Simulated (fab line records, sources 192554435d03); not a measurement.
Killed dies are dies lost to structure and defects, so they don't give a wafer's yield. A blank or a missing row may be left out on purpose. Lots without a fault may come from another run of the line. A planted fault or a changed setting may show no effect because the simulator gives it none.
fab line records | flow n5_finfet | part 2 of 2: steps 16 to 26 of 26
record lots=5 wafers=15 last_day=17
route steps=1938 shown MOL_CONTACT_COAG@576
lots that met no fault: from a run of the same line without faults
start_h: hours from the record's first day to the start of the lot's first wafer shown | wait_h: hours since the lot's step before | " the same as in the row above | L1.1+2: a row that stands for several wafers | - no value, or no start given | * or withheld: withheld | < > ~ a bound
route shown NAME@n: a module of which the file shows steps, and the number in the route of the first | usual: mean/standard deviation of fault-free wafers | same: alike in all rows | chamber/n: place in a boat | sites: the reading at each site | _std_site: their standard deviation | _edge_site: outer sites' mean less inner sites' | radius_mm: how far each site lies from the wafer's centre | mask NAME#n: copy n | behind: the tool/chamber that last shaped the wafer | hold: why the lot was held/for how many hours/how that ended | device: the transistor (n, p or np) that didn't switch | end of line: the same wafers' tests at the end of the route | a step without rows: its recipe alone | killed: dies lost to structure and defects at the first sort, not the wafer's yield | map: a wafer's dies, x killed, . not, _ none there
set.NAME: the setting as run; set.NAME@STEP: as run at that earlier step | model.NAME: the simulator's own value behind a step, which no gauge read
lots at some steps of the route; a table a step, a row a wafer
services: from which hour (start_h, from the record's first day; less than 0 if before it) a tool's chamber was out of use, for how many hours, and why
## steps
# step N5_MOL_CONTACT_COAG_SRD_145
# recipe dry=ipa_marangoni time_s=30 temp_c=23 rinse_liquid=diw
# columns lot.wafer tool chamber start_h wait_h
L077.1+4+6 wet_bench-04 3,1,0 118.82 0.0
L080.1+2+3 wet_bench-04 1,2,0 138.28 0.0
L085.2+3+4 wet_bench-05 5,6,2 172.13 0.0
L090.1+2+4 wet_bench-05 4,5,3 196.70 0.0
L095.1+2+4 wet_bench-05 0,4,3 233.54 0.0
# step N5_MOL_CONTACT_COAG_CD_MEAS_137
# recipe target_cd_nm=16
# usual cd_nm=15.9/0.33
# columns lot.wafer tool chamber start_h wait_h cd_nm
L077.1 cd_sem-01 - 118.86 0.0 16.0
L077.4 " - " " 16.0
L077.6 " - " " 16.5
L080.1 cd_sem-01 - 138.32 0.0 16.0
L080.2 " - " " 15.5
L080.3 " - " " 15.9
L085.2 cd_sem-01 - 172.17 0.0 16.0
L085.3 " - " " 16.0
L085.4 " - " " 15.9
L090.1 cd_sem-01 - 196.74 0.0 16.2
L090.2 " - " " 15.7
L090.4 " - " " 15.9
L095.1 cd_sem-02 - 233.58 0.0 16.0
L095.2 " - " " 15.3
L095.4 " - " " 15.8
# step N5_MOL_CONTACT_COAG_COAT_62
# recipe resist=SOC temp_c=250 time_s=60 spin_rpm=1500 resist_thk_nm=60
# usual resist_line_temp_C=23.01/0.11
# columns lot.wafer tool chamber start_h wait_h resist_line_temp_C
L077.1 litho_track-01 0 118.90 0.0 23.07
L077.4 " 0 " " 23.04
L077.6 " 0 " " 23.05
L080.1 litho_track-05 0 138.36 0.0 22.91
L080.2 " 0 " " 22.86
L080.3 " 0 " " 23.00
L085.2 litho_track-01 0 172.21 0.0 23.07
L085.3 " 0 " " 23.10
L085.4 " 0 " " 23.00
L090.1 litho_track-02 0 196.78 0.0 22.96
L090.2 " 0 " " 22.89
L090.4 " 0 " " 23.00
L095.1 litho_track-02 0 233.62 0.0 23.14
L095.2 " 0 " " 23.13
L095.4 " 0 " " 23.02
# step N5_MOL_CONTACT_COAG_COAT_63
# recipe resist=SiARC temp_c=220 time_s=60 spin_rpm=1500 resist_thk_nm=10
# usual resist_line_temp_C=23.02/0.1
# columns lot.wafer tool chamber start_h wait_h resist_line_temp_C
L077.1 litho_track-01 0 - - 22.97
L077.4 " 0 " " 22.95
L077.6 " 0 " " 22.97
L080.1 litho_track-05 0 - - 23.11
L080.2 " 0 " " 23.14
L080.3 " 0 " " 23.09
L085.2 litho_track-01 0 - - 23.09
L085.3 " 0 " " 23.08
L085.4 " 0 " " 22.97
L090.1 litho_track-02 0 - - 23.10
L090.2 " 0 " " 23.06
L090.4 " 0 " " 23.13
L095.1 litho_track-02 0 - - 23.06
L095.2 " 0 " " 23.00
L095.4 " 0 " " 23.06
# step N5_MOL_CONTACT_COAG_COAT_64
# recipe resist=underlayer temp_c=205 time_s=60 spin_rpm=1500 resist_thk_nm=10
# usual resist_line_temp_C=22.99/0.092
# columns lot.wafer tool chamber start_h wait_h resist_line_temp_C
L077.1 litho_track-01 0 - - 22.89
L077.4 " 0 " " 22.91
L077.6 " 0 " " 22.75
L080.1 litho_track-05 0 - - 22.90
L080.2 " 0 " " 22.89
L080.3 " 0 " " 23.04
L085.2 litho_track-01 0 - - 22.86
L085.3 " 0 " " 22.97
L085.4 " 0 " " 23.03
L090.1 litho_track-02 0 - - 23.02
L090.2 " 0 " " 22.93
L090.4 " 0 " " 22.84
L095.1 litho_track-02 0 - - 23.13
L095.2 " 0 " " 23.19
L095.4 " 0 " " 23.06
# step N5_MOL_CONTACT_COAG_COAT_34
# recipe resist=CAR-EUV spin_rpm=1500 resist_thk_nm=40
# usual resist_line_temp_C=23.00/0.098
# columns lot.wafer tool chamber start_h wait_h resist_line_temp_C
L077.1 litho_track-01 0 - - 22.88
L077.4 " 0 " " 23.02
L077.6 " 0 " " 23.02
L080.1 litho_track-05 0 - - 22.78
L080.2 " 0 " " 22.90
L080.3 " 0 " " 22.84
L085.2 litho_track-01 0 - - 23.04
L085.3 " 0 " " 23.00
L085.4 " 0 " " 23.05
L090.1 litho_track-02 0 - - 23.03
L090.2 " 0 " " 23.01
L090.4 " 0 " " 23.14
L095.1 litho_track-02 0 - - 23.03
L095.2 " 0 " " 22.99
L095.4 " 0 " " 23.13
# step N5_MOL_CONTACT_COAG_EBR_36
# recipe solvent=PGMEA ebr_width_mm=1.5
# usual resist_line_temp_C=23.03/0.096
# columns lot.wafer tool chamber start_h wait_h resist_line_temp_C
L077.1 litho_track-01 0 - - 22.95
L077.4 " 0 " " 23.16
L077.6 " 0 " " 22.98
L080.1 litho_track-05 0 - - 23.02
L080.2 " 0 " " 23.02
L080.3 " 0 " " 22.99
L085.2 litho_track-01 0 - - 23.06
L085.3 " 0 " " 23.10
L085.4 " 0 " " 22.91
L090.1 litho_track-02 0 - - 23.11
L090.2 " 0 " " 22.97
L090.4 " 0 " " 23.08
L095.1 litho_track-02 0 - - 22.95
L095.2 " 0 " " 22.89
L095.4 " 0 " " 22.97
# step N5_MOL_CONTACT_COAG_SOFTBAKE_35
# recipe temp_c=110 time_s=60 resist=CAR-EUV
# usual resist_line_temp_C=23.02/0.1
# columns lot.wafer tool chamber start_h wait_h resist_line_temp_C
L077.1 litho_track-01 0 - - 23.02
L077.4 " 0 " " 22.85
L077.6 " 0 " " 23.03
L080.1 litho_track-05 0 - - 22.91
L080.2 " 0 " " 23.18
L080.3 " 0 " " 23.03
L085.2 litho_track-01 0 - - 23.02
L085.3 " 0 " " 23.01
L085.4 " 0 " " 23.15
L090.1 litho_track-02 0 - - 23.06
L090.2 " 0 " " 23.03
L090.4 " 0 " " 23.17
L095.1 litho_track-02 0 - - 22.93
L095.2 " 0 " " 22.99
L095.4 " 0 " " 22.99
# step N5_MOL_CONTACT_COAG_EXPOSE_37
# recipe mask_id=VD na=0.33 source_shape=annular sigma_inner=0.3 sigma_outer=0.7 polarization=unpolarized defocus_nm=0 dose_mj=62
# columns lot.wafer tool chamber start_h wait_h mask
L077.1+4+6 euv_scanner-01 0 119.03 - VD#0
L080.1+2+3 euv_scanner-01 0 138.50 - VD#0
L085.2+3+4 euv_scanner-01 0 172.35 - VD#0
L090.1+2+4 euv_scanner-02 0 197.04 - VD#0
L095.1+2+4 euv_scanner-01 0 233.88 - VD#0
# step N5_MOL_CONTACT_COAG_PEB_38
# recipe peb_temp_c=100 peb_time_s=60 resist=CAR-EUV
# usual resist_line_temp_C=23.00/0.11
# columns lot.wafer tool chamber start_h wait_h resist_line_temp_C
L077.1 litho_track-01 0 119.11 0.1 23.19
L077.4 " 0 " " 23.17
L077.6 " 0 " " 23.12
L080.1 litho_track-05 0 138.57 0.1 22.90
L080.2 " 0 " " 23.01
L080.3 " 0 " " 23.00
L085.2 litho_track-05 0 172.42 0.1 22.99
L085.3 " 0 " " 23.17
L085.4 " 0 " " 23.22
L090.1 litho_track-02 0 197.12 0.1 23.01
L090.2 " 0 " " 23.04
L090.4 " 0 " " 23.17
L095.1 litho_track-05 0 233.96 0.1 23.00
L095.2 " 0 " " 23.10
L095.4 " 0 " " 23.07
# step N5_MOL_CONTACT_COAG_DEVELOP_39
# recipe develop_time_s=30 developer=TMAH resist=CAR-EUV rinse_liquid=surfactant_rinse dry=air_spin dev_temp_c=23
# usual resist_line_temp_C=22.98/0.11
# same develop_time_s=30
# columns lot.wafer tool chamber start_h wait_h resist_line_temp_C
L077.1 litho_track-01 0 - - 23.00
L077.4 " 0 " " 23.02
L077.6 " 0 " " 22.78
L080.1 litho_track-05 0 - - 23.03
L080.2 " 0 " " 22.99
L080.3 " 0 " " 23.02
L085.2 litho_track-05 0 - - 22.93
L085.3 " 0 " " 23.11
L085.4 " 0 " " 22.79
L090.1 litho_track-02 0 - - 22.94
L090.2 " 0 " " 23.01
L090.4 " 0 " " 22.90
L095.1 litho_track-05 0 - - 22.85
L095.2 " 0 " " 22.94
L095.4 " 0 " " 23.07
## services
# columns tool chamber start_h hours kind
rie_diel-03 - 95.44 6.3 repair
euv_scanner-01 - 99.53 1.0 pm
rie_diel-04 1 111.29 4.4 repair
ald_sin-03 2 129.97 7.7 repair
rie_diel-04 0 137.60 42.6 repair
ald_sin-04 - 147.83 1.5 repair
euv_scanner-02 - 150.67 5.8 pm
euv_scanner-02 - 162.70 8.0 pm
euv_scanner-01 - 169.72 1.0 pm
euv_scanner-02 - 170.70 1.0 pm
euv_scanner-02 - 171.71 4.6 pm
rie_diel-05 - 172.74 15.6 pm
ald_sin-02 - 176.75 14.0 pm
plasma_asher-01 - 196.83 2.0 repair
rie_diel-05 2 209.68 - clean
rie_diel-05 2 209.68 - consumable_replace:focus_ring
euv_scanner-01 - 210.59 8.0 pm
euv_scanner-02 - 212.95 0.6 repair
euv_scanner-01 - 218.59 1.0 pm
ald_sin-04 - 218.74 0.8 pm
rie_diel-04 - 223.43 2.3 repair
ald_sin-02 1 224.96 5.9 repair
ald_sin-04 0 225.34 7.4 repair
euv_scanner-02 - 229.53 1.0 pm
